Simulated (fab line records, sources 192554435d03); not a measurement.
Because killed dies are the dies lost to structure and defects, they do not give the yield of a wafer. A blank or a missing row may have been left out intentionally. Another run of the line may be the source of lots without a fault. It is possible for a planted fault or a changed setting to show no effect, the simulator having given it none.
The tool behind it: which one? :: flow n5 finfet :: 18 wafers from 6 lots sampled at 3 of the route's 1938 steps

WHAT THE GAUGES READ, wafer by wafer
N5_PASSIVATION_CD_MEAS_44: target cd 40000 nm.
lot: L410
measured: day 13 13:28
on: cd sem-02
cd nm (nm): 39997 39994 39993

lot: L412
measured: day 14 17:49
on: cd sem-03
cd nm (nm): 40005 39999 40001

lot: L414
measured: day 15 07:26
on: cd sem-03
cd nm (nm): 39999 40004 40000

lot: L416
measured: day 16 10:08
on: cd sem-03
cd nm (nm): 40003 40001 40000

lot: L418
measured: day 16 16:47
on: cd sem-03
cd nm (nm): 39999 39997 39997

lot: L423
measured: day 17 22:14
on: cd sem-01
cd nm (nm): 40007 40004 40007

TOOL THAT RAN EACH LOT (tool first, then ch and the chambers of the sampled wafers, then the start)
lot: L410
N5_BEOL_M5_SPUTTER_83: pvd sputter-03, day 9 20:50
N5_PASSIVATION_DEGAS_18: pvd sputter-03, day 13 10:37

lot: L412
N5_BEOL_M5_SPUTTER_83: pvd sputter-02, day 10 21:27
N5_PASSIVATION_DEGAS_18: pvd sputter-03, day 14 15:25

lot: L414
N5_BEOL_M5_SPUTTER_83: pvd sputter-01, day 11 06:55
N5_PASSIVATION_DEGAS_18: pvd sputter-02, day 15 04:10

lot: L416
N5_BEOL_M5_SPUTTER_83: pvd sputter-03, day 12 01:41
N5_PASSIVATION_DEGAS_18: pvd sputter-02, day 16 07:15

lot: L418
N5_BEOL_M5_SPUTTER_83: pvd sputter-02, day 12 18:01
N5_PASSIVATION_DEGAS_18: pvd sputter-02, day 16 09:40

lot: L423
N5_BEOL_M5_SPUTTER_83: pvd sputter-02, day 13 22:16
N5_PASSIVATION_DEGAS_18: pvd sputter-03, day 17 19:51
- N5_BEOL_M5_SPUTTER_83: material Cu, target thk 15 nm, time 27.62 s.
- N5_PASSIVATION_DEGAS_18: time 60 s.

THE ANSWER, worked out from the rows above alone
Rule: the usual values come from the lots themselves. The widest of any qualifying gaps counts: lots, ordered by their means at a reading, are off when they make up no more than a third of the lots, leave a main group of 4 or more, and stand apart from it by 3 or more times the standard deviation of that group's means. The tables above print the reading to a certain number of digits; a main group whose means all agree to those digits is not used. Also off: a lot with no number at a reading for which 4 or more lots have one. Where the step has rows for the other lots, those lots are counted as sound.
No lot is off at any reading shown: from this, nothing can be told.

WHAT THE SIMULATOR HAD INSERTED
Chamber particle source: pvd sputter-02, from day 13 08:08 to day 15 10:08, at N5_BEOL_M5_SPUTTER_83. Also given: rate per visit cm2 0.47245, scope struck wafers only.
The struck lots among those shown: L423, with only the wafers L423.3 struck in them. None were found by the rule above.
